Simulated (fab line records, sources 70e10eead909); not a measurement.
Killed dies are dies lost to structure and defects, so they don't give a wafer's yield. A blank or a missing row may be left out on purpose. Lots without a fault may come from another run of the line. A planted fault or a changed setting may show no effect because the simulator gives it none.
fab line records | flow nand_harc | part 1 of 2: steps 1 to 28 of 43
record lots=5 wafers=15 last_day=32
route steps=1302 shown P_GATE@187 P_CONTACT@217
lots that met no fault: from a run of the same line without faults
start_h: hours from the record's first day to the start of the lot's first wafer shown | wait_h: hours since the lot's step before | " the same as in the row above | L1.1+2: a row that stands for several wafers | - no value, or no start given | * or withheld: withheld | < > ~ a bound
route shown NAME@n: a module of which the file shows steps, and the number in the route of the first | usual: mean/standard deviation of fault-free wafers | same: alike in all rows | chamber/n: place in a boat | sites: the reading at each site | _std_site: their standard deviation | _edge_site: outer sites' mean less inner sites' | radius_mm: how far each site lies from the wafer's centre | mask NAME#n: copy n | behind: the tool/chamber that last shaped the wafer | hold: why the lot was held/for how many hours/how that ended | device: the transistor (n, p or np) that didn't switch | end of line: the same wafers' tests at the end of the route | a step without rows: its recipe alone | killed: dies lost to structure and defects at the first sort, not the wafer's yield | map: a wafer's dies, x killed, . not, _ none there
set.NAME: the setting as run; set.NAME@STEP: as run at that earlier step | model.NAME: the simulator's own value behind a step, which no gauge read
lots at some steps of the route; a table a step, a row a wafer
services: from which hour (start_h, from the record's first day; less than 0 if before it) a tool's chamber was out of use, for how many hours, and why
## steps
# step NHARC_P_GATE_DESCUM_61
# recipe time_s=3 o2_flow_sccm=200 ar_flow_sccm=0 bias_power_w=0 chemistry=O2
# usual drypump_motor_current_A=5.8/0.37 oes_product_au=1.005/0.011 rf_vpp_V=57.8/0.86 showerhead_plenum_p_Torr=1.95/0.074 throttle_valve_pct=11.312/0.0082
# columns lot.wafer tool chamber start_h wait_h drypump_motor_current_A oes_product_au rf_hours_counter_h rf_vpp_V showerhead_plenum_p_Torr throttle_valve_pct
L084.1 rie_diel-11 3 212.95 - 5.5 0.999 7.1 58.5 2.07 11.327
L084.4 " 2 " " 6.4 1.012 6.6 58.5 2.04 11.306
L084.5 " 3 " " 5.5 0.994 - 57.3 2.07 11.320
L085.2 rie_diel-11 1 229.95 - 6.1 1.023 7.4 56.5 1.88 11.316
L085.3 " 2 " " 6.4 1.029 6.9 59.0 2.04 11.320
L085.1 " 3 " " 5.5 1.006 7.5 57.8 2.07 11.309
L091.3 rie_diel-11 3 280.52 - 5.6 0.995 1.5 58.5 2.06 11.305
L091.2 " 1 " " 6.2 1.005 1.3 58.2 1.87 11.307
L091.5 " 3 " " 5.5 0.999 - 57.2 2.07 11.306
L093.1 rie_diel-03 3 302.35 - 5.9 1.003 0.7 58.0 2.01 11.313
L093.6 " 0 " " 5.8 1.023 - 58.1 1.86 11.316
L093.5 " 1 " " 5.7 1.010 - 57.3 1.94 11.299
L095.1 rie_diel-11 3 331.08 - 5.5 1.003 4.2 58.2 2.06 11.303
L095.3 " 1 " " 6.1 1.004 3.4 58.0 1.87 11.314
L095.6 " 0 " " 5.3 1.012 - 56.1 1.91 11.311
# step NHARC_P_GATE_IMPLANT_62
# recipe energy_kev=20 dose_cm2=3e+15 tilt_deg=7
# usual beam_energy_keV=20.000/0.0055 end_station_pressure_torr=1.21e-05/1.1e-06
# columns lot.wafer tool chamber start_h wait_h beam_energy_keV end_station_pressure_torr
L084.1 implanter-01 0 213.09 0.1 20.011 1.04e-05
L084.4 " 0 " " 20.002 1.08e-05
L084.5 " 0 " " 20.007 1.18e-05
L085.1 implanter-01 0 230.08 0.1 20.002 1.09e-05
L085.2 " 0 " " 20.004 1.08e-05
L085.3 " 0 " " 20.003 1.17e-05
L091.2 implanter-02 0 280.69 0.1 20.007 1.26e-05
L091.3 " 0 " " 19.995 1.19e-05
L091.5 " 0 " " 19.996 1.3e-05
L093.1 implanter-02 0 302.46 0.1 20.008 1.29e-05
L093.5 " 0 " " 19.997 1.3e-05
L093.6 " 0 " " 19.998 1.26e-05
L095.1 implanter-02 0 331.23 0.1 20.005 1.18e-05
L095.3 " 0 " " 20.003 1.17e-05
L095.6 " 0 " " 19.997 1.3e-05
# step NHARC_P_GATE_STRIP_112
# recipe power_w=1500 temp_c=110 time_s=200 chemistry=N2/H2
# usual drypump_motor_current_A=6.0/0.42 heater_power_w=83/3.4
# columns lot.wafer tool chamber start_h wait_h drypump_motor_current_A heater_power_w rf_hours_counter_h
L084.1 plasma_asher-02 1 213.35 0.2 6.5 86 28
L084.4 " 1 " " 6.5 84 -
L084.5 " 0 " " 6.0 81 -
L085.1 plasma_asher-01 1 230.31 0.2 5.6 85 8
L085.2 " 0 " " 5.4 84 8
L085.3 " 1 " " 5.5 83 -
L091.2 plasma_asher-02 0 280.92 0.2 6.0 81 6
L091.3 " 0 " " 6.0 81 -
L091.5 " 0 " " 6.0 80 -
L093.1 plasma_asher-02 1 302.68 0.2 6.5 88 11
L093.6 " 1 " " 6.5 86 -
L093.5 " 0 " " 6.0 80 -
L095.1 plasma_asher-02 0 331.50 0.2 6.0 82 16
L095.3 " 1 " " 6.5 88 -
L095.6 " 0 " " 6.0 79 -
# step NHARC_P_GATE_STRIP_76
# recipe power_w=1500 temp_c=250 chemistry=O2
# usual drypump_motor_current_A=6.0/0.42 heater_power_w=310/12
# columns lot.wafer tool chamber start_h wait_h drypump_motor_current_A heater_power_w rf_hours_counter_h
L084.1 plasma_asher-02 1 213.58 0.2 6.5 322 28
L084.4 " 1 " " 6.5 308 -
L084.5 " 0 " " 6.0 289 -
L085.1 plasma_asher-01 1 230.56 0.2 5.6 304 8
L085.2 " 0 " " 5.4 322 8
L085.3 " 1 " " 5.5 312 -
L091.2 plasma_asher-02 0 281.15 0.2 6.0 301 6
L091.3 " 0 " " 6.0 298 -
L091.5 " 0 " " 6.0 300 -
L093.1 plasma_asher-02 1 302.94 0.2 6.5 328 11
L093.6 " 1 " " 6.5 328 -
L093.5 " 0 " " 6.0 304 -
L095.1 plasma_asher-02 0 331.73 0.2 6.0 297 17
L095.3 " 1 " " 6.5 325 -
L095.6 " 0 " " 6.0 291 -
# step NHARC_P_GATE_STRIP_63
# recipe time_s=900 temp_c=130 chemistry=SPM
# columns lot.wafer tool chamber start_h wait_h
L084.4+1+5 wet_bench-09 2,5,6 213.72 0.1
L085.3+1+2 wet_bench-09 4,5,0 230.73 0.1
L091.5+2+3 wet_bench-03 5,6,7 281.28 0.1
L093.1+6+5 wet_bench-02 3,5,0 303.08 0.1
L095.6+3+1 wet_bench-09 6,0,3 331.86 0.1
# step NHARC_P_GATE_DEHYDRATE_83
# recipe temp_c=150 time_s=120
# columns lot.wafer tool chamber start_h wait_h
L084.1+4+5 litho_track-07 0 214.06 -
L085.1+2+3 litho_track-05 0 231.11 -
L091.2+3+5 litho_track-07 0 281.63 -
L093.1+5+6 litho_track-03 0 303.43 -
L095.1+3+6 litho_track-05 0 332.20 -
# step NHARC_P_GATE_HMDS_84
# recipe time_s=30
# columns lot.wafer tool chamber start_h wait_h
L084.1+4+5 litho_track-07 0 - -
L085.1+2+3 litho_track-05 0 - -
L091.2+3+5 litho_track-07 0 - -
L093.1+5+6 litho_track-03 0 - -
L095.1+3+6 litho_track-05 0 - -
# step NHARC_P_GATE_COAT_85
# recipe spin_rpm=3000
# columns lot.wafer tool chamber start_h wait_h
L084.1+4+5 litho_track-07 0 - -
L085.1+2+3 litho_track-05 0 - -
L091.2+3+5 litho_track-07 0 - -
L093.1+5+6 litho_track-03 0 - -
L095.1+3+6 litho_track-05 0 - -
# step NHARC_P_GATE_SOFTBAKE_86
# recipe temp_c=122 time_s=95
# columns lot.wafer tool chamber start_h wait_h
L084.1+4+5 litho_track-07 0 - -
L085.1+2+3 litho_track-05 0 - -
L091.2+3+5 litho_track-07 0 - -
L093.1+5+6 litho_track-03 0 - -
L095.1+3+6 litho_track-05 0 - -
# step NHARC_P_GATE_EBR_87
# columns lot.wafer tool chamber start_h wait_h
L084.1+4+5 litho_track-07 0 - -
L085.1+2+3 litho_track-05 0 - -
L091.2+3+5 litho_track-07 0 - -
L093.1+5+6 litho_track-03 0 - -
L095.1+3+6 litho_track-05 0 - -
# step NHARC_P_GATE_EXPOSE_88
# recipe na=0.6 target_cd_nm=2000 dose_mj=11.87 mask_id=P_HVN
# usual exposure_dose_mJ_cm2=11.867/0.011
# columns lot.wafer tool chamber start_h wait_h mask exposure_dose_mJ_cm2
L084.1 krf_scanner-02 0 214.21 - P_HVN#0 11.880
L084.4 " 0 " " P_HVN#0 11.858
L084.5 " 0 " " P_HVN#0 11.878
L085.1 krf_scanner-03 0 231.38 - P_HVN#0 11.866
L085.2 " 0 " " P_HVN#0 11.855
L085.3 " 0 " " P_HVN#0 11.864
L091.2 krf_scanner-02 0 281.91 - P_HVN#0 11.852
L091.3 " 0 " " P_HVN#0 11.868
L091.5 " 0 " " P_HVN#0 11.856
L093.1 krf_scanner-01 0 303.70 - P_HVN#0 11.874
L093.5 " 0 " " P_HVN#0 11.870
L093.6 " 0 " " P_HVN#0 11.844
L095.1 krf_scanner-03 0 332.47 - P_HVN#0 11.872
L095.3 " 0 " " P_HVN#0 11.866
L095.6 " 0 " " P_HVN#0 11.882
# step NHARC_P_GATE_PEB_89
# recipe peb_temp_c=118 peb_time_s=85
# columns lot.wafer tool chamber start_h wait_h
L084.1+4+5 litho_track-07 0 214.27 0.1
L085.1+2+3 litho_track-07 0 231.44 0.1
L091.2+3+5 litho_track-07 0 281.97 0.1
L093.1+5+6 litho_track-03 0 303.76 0.1
L095.1+3+6 litho_track-05 0 332.54 0.1
# step NHARC_P_GATE_DEVELOP_90
# recipe time_s=70
# columns lot.wafer tool chamber start_h wait_h
L084.1+4+5 litho_track-07 0 - -
L085.1+2+3 litho_track-07 0 - -
L091.2+3+5 litho_track-07 0 - -
L093.1+5+6 litho_track-03 0 - -
L095.1+3+6 litho_track-05 0 - -
# step NHARC_P_GATE_CD_MEAS_91
# recipe target_cd_nm=2000 landing_energy_ev=500
# usual cd_nm=1998.7/1.3
# same landing_energy_ev=500
# columns lot.wafer tool chamber start_h wait_h cd_nm
L084.1 cd_sem-02 0 214.36 - 1995.8
L084.4 " 0 " " 1997.0
L084.5 " 0 " " 1999.5
L085.1 cd_sem-02 0 231.54 - 1999.5
L085.2 " 0 " " 1998.5
L085.3 " 0 " " 2000.4
L091.2 cd_sem-02 0 282.06 - 2001.8
L091.3 " 0 " " 1998.3
L091.5 " 0 " " 1998.2
L093.1 cd_sem-02 0 303.85 - 1998.7
L093.5 " 0 " " 1999.0
L093.6 " 0 " " 1998.9
L095.1 cd_sem-01 0 332.63 - 1999.2
L095.3 " 0 " " 1998.6
L095.6 " 0 " " 1998.4
# step NHARC_P_GATE_HARDBAKE_92
# recipe temp_c=125 time_s=80
# columns lot.wafer tool chamber start_h wait_h
L084.1+4+5 litho_track-07 0 214.44 -
L085.1+2+3 litho_track-07 0 231.62 -
L091.2+3+5 litho_track-03 0 282.14 -
L093.1+5+6 litho_track-07 0 303.93 -
L095.1+3+6 litho_track-03 0 332.71 -
# step NHARC_P_GATE_DESCUM_93
# recipe time_s=3 o2_flow_sccm=200 ar_flow_sccm=0 bias_power_w=0 chemistry=O2
# usual drypump_motor_current_A=5.9/0.33 oes_product_au=1.003/0.01 rf_vpp_V=57.9/0.84 showerhead_plenum_p_Torr=1.93/0.071 throttle_valve_pct=11.310/0.0085
# columns lot.wafer tool chamber start_h wait_h drypump_motor_current_A oes_product_au rf_hours_counter_h rf_vpp_V showerhead_plenum_p_Torr throttle_valve_pct
L084.1 rie_diel-07 0 214.52 - 5.8 0.987 7 57.8 1.86 11.323
L084.4 " 2 " " 6.5 1.006 5 57.5 1.98 11.306
L084.5 " 0 " " 5.8 0.988 - 56.9 1.86 11.313
L085.3 rie_diel-11 1 231.70 - 6.2 1.023 7 58.2 1.87 11.293
L085.1 " 2 " " 6.4 1.021 7 58.7 2.04 11.315
L085.2 " 0 " " 5.3 0.993 6 58.1 1.91 11.310
L091.2 rie_diel-07 0 282.22 - 5.8 0.991 10 58.3 1.86 11.318
L091.3 " 1 " " 6.4 0.996 9 58.7 1.86 11.306
L091.5 " 1 " " 6.4 1.002 - 57.3 1.86 11.292
L093.1 rie_diel-03 3 304.05 - 5.9 1.017 1 58.2 2.01 11.305
L093.5 " 0 " " 5.9 1.015 - 57.2 1.86 11.313
L093.6 " 1 " " 5.8 0.995 - 58.6 1.94 11.303
L095.3 rie_diel-07 0 332.79 - 5.8 1.012 3 56.9 1.86 11.325
L095.1 " 2 " " 6.4 1.012 2 59.0 1.98 11.300
L095.6 " 1 " " 6.4 1.006 - 57.4 1.86 11.301
# step NHARC_P_GATE_IMPLANT_94
# recipe energy_kev=60 dose_cm2=2e+15 tilt_deg=7
# usual beam_energy_keV=60.002/0.019 end_station_pressure_torr=1.35e-05/1.2e-06
# columns lot.wafer tool chamber start_h wait_h beam_energy_keV end_station_pressure_torr
L084.1 implanter-01 0 214.67 0.1 60.011 1.27e-05
L084.4 " 0 " " 60.027 1.26e-05
L084.5 " 0 " " 59.995 1.13e-05
L085.1 implanter-02 0 231.85 0.1 59.969 1.56e-05
L085.2 " 0 " " 59.977 1.25e-05
L085.3 " 0 " " 60.022 1.35e-05
L091.2 implanter-02 0 282.39 0.2 59.990 1.47e-05
L091.3 " 0 " " 60.004 1.59e-05
L091.5 " 0 " " 59.988 1.37e-05
L093.1 implanter-02 0 304.16 0.1 59.986 1.4e-05
L093.5 " 0 " " 59.982 1.46e-05
L093.6 " 0 " " 60.024 1.36e-05
L095.1 implanter-02 0 333.30 0.5 60.011 1.49e-05
L095.3 " 0 " " 59.999 1.35e-05
L095.6 " 0 " " 60.007 1.44e-05
# step NHARC_P_GATE_STRIP_113
# recipe power_w=1500 temp_c=110 time_s=740 chemistry=N2/H2
# usual drypump_motor_current_A=6.0/0.42 heater_power_w=83/3.5
# columns lot.wafer tool chamber start_h wait_h drypump_motor_current_A heater_power_w rf_hours_counter_h
L084.1 plasma_asher-02 0 215.02 0.3 6.0 79 28
L084.4 " 1 " " 6.5 85 -
L084.5 " 1 " " 6.5 85 -
L085.2 plasma_asher-02 0 232.07 0.2 6.0 77 32
L085.1 " 1 " " 6.5 85 32
L085.3 " 0 " " 6.0 79 -
L091.2 plasma_asher-01 1 282.58 0.2 5.5 84 21
L091.3 " 1 " " 5.5 86 -
L091.5 " 1 " " 5.5 84 -
L093.1 plasma_asher-02 0 304.59 0.4 6.0 78 12
L093.6 " 1 " " 6.5 89 -
L093.5 " 0 " " 6.0 81 -
L095.1 plasma_asher-01 0 333.53 0.2 5.4 86 30
L095.3 " 0 " " 5.4 84 -
L095.6 " 1 " " 5.5 84 -
# step NHARC_P_GATE_STRIP_95
# recipe power_w=1500 temp_c=250 chemistry=O2
# usual drypump_motor_current_A=6.0/0.42 heater_power_w=310/13
# columns lot.wafer tool chamber start_h wait_h drypump_motor_current_A heater_power_w rf_hours_counter_h
L084.1 plasma_asher-02 0 215.62 0.5 6.0 297 29
L084.4 " 1 " " 6.5 316 -
L084.5 " 1 " " 6.5 325 -
L085.2 plasma_asher-02 0 232.80 0.6 6.0 296 32
L085.1 " 1 " " 6.5 313 32
L085.3 " 0 " " 6.0 295 -
L091.2 plasma_asher-01 1 283.28 0.6 5.6 314 22
L091.3 " 1 " " 5.6 307 -
L091.5 " 1 " " 5.5 307 -
L093.1 plasma_asher-02 0 305.20 0.5 6.0 304 12
L093.6 " 1 " " 6.5 314 -
L093.5 " 0 " " 6.0 301 -
L095.1 plasma_asher-01 0 334.24 0.6 5.4 326 31
L095.3 " 0 " " 5.4 314 -
L095.6 " 1 " " 5.5 303 -
# step NHARC_P_GATE_STRIP_96
# recipe time_s=900 temp_c=130 chemistry=SPM
# columns lot.wafer tool chamber start_h wait_h
L084.1+5+4 wet_bench-09 1,2,5 215.83 0.2
L085.2+1+3 wet_bench-02 7,2,4 233.01 0.2
L091.5+3+2 wet_bench-03 6,7,0 283.51 0.2
L093.6+5+1 wet_bench-03 3,5,7 305.40 0.2
L095.3+6+1 wet_bench-02 0,1,4 334.47 0.2
# step NHARC_P_GATE_RTA_64
# recipe temp_c=1050 time_s=1
# usual anneal_temp_c_max=1059.0/1.6 lamp_power_pct=31.6/0.67 lamp_zone_2_pct=31.6/0.67 lamp_zone_3_pct=31.6/0.67 wafer_temp_C_max=1054.8/0.94
# columns lot.wafer tool chamber start_h wait_h anneal_temp_c_max lamp_power_pct lamp_zone_2_pct lamp_zone_3_pct wafer_temp_C_max
L084.1 rtp_anneal-01 0 216.17 - 1059.2 32.4 32.4 32.4 1054.5
L084.4 " 0 " " 1057.9 32.4 32.4 32.3 1054.8
L084.5 " 0 " " 1058.2 32.4 32.4 32.4 1054.2
L085.1 rtp_anneal-02 0 233.36 - 1059.2 31.0 31.0 31.0 1055.6
L085.2 " 0 " " 1059.7 31.0 31.1 31.0 1055.6
L085.3 " 0 " " 1058.0 31.1 31.0 31.0 1055.0
L091.2 rtp_anneal-01 0 283.87 - 1058.5 32.4 32.4 32.4 1054.2
L091.3 " 0 " " 1061.5 32.4 32.4 32.3 1054.1
L091.5 " 0 " " 1063.0 32.4 32.4 32.4 1053.2
L093.1 rtp_anneal-01 0 305.78 - 1058.2 32.4 32.4 32.3 1055.9
L093.5 " 0 " " 1057.2 32.4 32.4 32.4 1053.0
L093.6 " 0 " " 1059.9 32.4 32.3 32.4 1054.4
L095.1 rtp_anneal-01 0 334.86 - 1056.6 32.3 32.3 32.3 1053.8
L095.3 " 0 " " 1060.2 32.4 32.4 32.3 1053.7
L095.6 " 0 " " 1057.2 32.4 32.4 32.4 1053.5
# step NHARC_P_GATE_ETCH_77
# recipe target_depth_a=60 chemistry=dHF material=SiO2
# columns lot.wafer tool chamber start_h wait_h
L084.4+5+1 wet_bench-02 5,0,2 216.37 0.1
L085.3+1+2 wet_bench-03 1,2,3 233.57 0.1
L091.3+5+2 wet_bench-03 6,7,2 284.04 0.1
L093.6+5+1 wet_bench-09 1,3,6 305.98 0.0
L095.1+6+3 wet_bench-02 4,6,0 335.06 0.2
# step NHARC_P_GATE_DEGAS_109
# recipe temp_c=300 time_s=60
# usual heater_power_w=476/51
# columns lot.wafer tool chamber start_h wait_h heater_power_w
L084.4 pvd_sputter-02 - 216.48 0.1 446
L084.1 " - " " 431
L084.5 " - " " 437
L085.2 pvd_sputter-02 - 233.67 0.1 439
L085.3 " - " " 499
L085.1 " - " " 422
L091.2 pvd_sputter-01 - 284.15 0.1 573
L091.3 " - " " 526
L091.5 " - " " 425
L093.1 pvd_sputter-01 - 306.09 0.1 427
L093.6 " - " " 516
L093.5 " - " " 441
L095.3 pvd_sputter-01 - 335.21 0.1 431
L095.1 " - " " 427
L095.6 " - " " 578
# step NHARC_P_GATE_PRE_CLEAN_110
# recipe time_s=30 bias_v=200 gas=Ar
# columns lot.wafer tool chamber start_h wait_h
L084.4+1+5 pvd_sputter-02 - - -
L085.1+2+3 pvd_sputter-02 - - -
L091.2+3+5 pvd_sputter-01 - - -
L093.1+5+6 pvd_sputter-01 - - -
L095.1+3+6 pvd_sputter-01 - - -
# step NHARC_P_GATE_SPUTTER_78
# recipe target_thk_a=100 material=Ni
# columns lot.wafer tool chamber start_h wait_h
L084.1+4+5 pvd_sputter-02 - - -
L085.3+2+1 pvd_sputter-02 - - -
L091.2+3+5 pvd_sputter-01 - - -
L093.1+5+6 pvd_sputter-01 - - -
L095.3+1+6 pvd_sputter-01 - - -
# step NHARC_P_GATE_SPUTTER_79
# recipe target_thk_a=100 material=TiN
# columns lot.wafer tool chamber start_h wait_h
L084.1+4+5 pvd_sputter-02 - - -
L085.3+1+2 pvd_sputter-02 - - -
L091.2+3+5 pvd_sputter-01 - - -
L093.1+5+6 pvd_sputter-01 - - -
L095.3+1+6 pvd_sputter-01 - - -
# step NHARC_P_GATE_RTA_80
# recipe temp_c=300 time_s=30
# usual anneal_temp_c_max=302.5/0.42 wafer_temp_C_max=301.3/0.31
# columns lot.wafer tool chamber start_h wait_h anneal_temp_c_max wafer_temp_C_max
L084.1 rtp_anneal-02 0 216.77 - 302.4 301.4
L084.4 " 0 " " 303.1 301.4
L084.5 " 0 " " 302.7 301.3
L085.1 rtp_anneal-01 0 233.99 - 301.9 301.3
L085.2 " 0 " " 303.3 300.9
L085.3 " 0 " " 302.6 301.0
L091.2 rtp_anneal-01 0 284.48 - 302.9 301.1
L091.3 " 0 " " 302.5 301.6
L091.5 " 0 " " 302.6 301.4
L093.1 rtp_anneal-01 0 306.38 - 302.6 301.6
L093.5 " 0 " " 302.1 301.4
L093.6 " 0 " " 302.7 301.1
L095.1 rtp_anneal-01 0 335.49 - 302.2 301.5
L095.3 " 0 " " 302.0 301.1
L095.6 " 0 " " 302.1 301.4
# step NHARC_P_GATE_STRIP_67
# recipe time_s=600 temp_c=130 chemistry=SPM
# columns lot.wafer tool chamber start_h wait_h
L084.5+1+4 wet_bench-02 3,5,6 216.98 0.1
L085.1+3+2 wet_bench-09 6,7,0 234.19 0.2
L091.3+5+2 wet_bench-03 0,2,3 284.66 0.1
L093.5+6+1 wet_bench-09 0,1,4 306.58 0.1
L095.3+6+1 wet_bench-03 7,0,4 335.70 0.1
